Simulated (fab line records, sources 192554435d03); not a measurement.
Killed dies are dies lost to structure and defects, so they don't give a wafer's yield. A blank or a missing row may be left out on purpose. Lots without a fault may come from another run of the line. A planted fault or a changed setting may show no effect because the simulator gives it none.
Chamber matching | flow n5_finfet | N5_BEOL_M0_SAQP_PECVD_03 on pecvd-02: 3 sister chambers
The step deposits SiCN from 3MS/NH3, target thk 12 nm, time 21.1 s. 6 wafers are shown with their chamber, then 7 later ones without.

WAFERS WITH THEIR CHAMBER
wafer  | chamber | showerhead_vpp_V (V) | throttle_valve_pct (%)
L077.1 | 0       | 838                  | 9.0
L077.6 | 1       | 843                  | 9.1
L078.1 | 0       | 852                  | 8.9
L078.4 | 1       | 837                  | 9.1
L091.2 | 2       | 913                  | 8.4
L091.4 | 2       | 907                  | 8.1

WAFERS WITHOUT THEIR CHAMBER
wafer  | showerhead_vpp_V (V) | throttle_valve_pct (%)
L091.6 | 842                  | 9.1
L092.2 | 909                  | 8.5
L092.3 | 850                  | 8.9
L092.5 | 906                  | 8.2
L096.3 | 899                  | 8.4
L096.4 | 908                  | 8.0
L096.5 | 835                  | 9.2

WHICH CHAMBER EACH WENT THROUGH
wafer  | from the rows above     | in truth
L091.6 | can't be placed: 1 or 0 | 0
L092.2 | 2                       | 2
L092.3 | can't be placed: 0 or 1 | 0
L092.5 | 2                       | 2
L096.3 | 2                       | 2
L096.4 | 2                       | 2
L096.5 | can't be placed: 1 or 0 | 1
Placed correctly: 4 of 7. Can't be placed from these rows: 3 (the true chamber is among the candidates in 3). Placed wrongly: 0.
How it was worked out, from the rows above alone: a wafer's distance from a chamber is the root of the sum, over the readings, of the square of ((its reading less the chamber's mean) divided by the reading's scatter). The wafer belongs to the nearest chamber; if the next one is less than 2 further off, it can't be placed. A chamber's mean is the mean of its shown wafers. The scatter: the root of (the sum of the squares of (reading less its chamber's mean) over the shown wafers, divided by (wafers less chambers)).
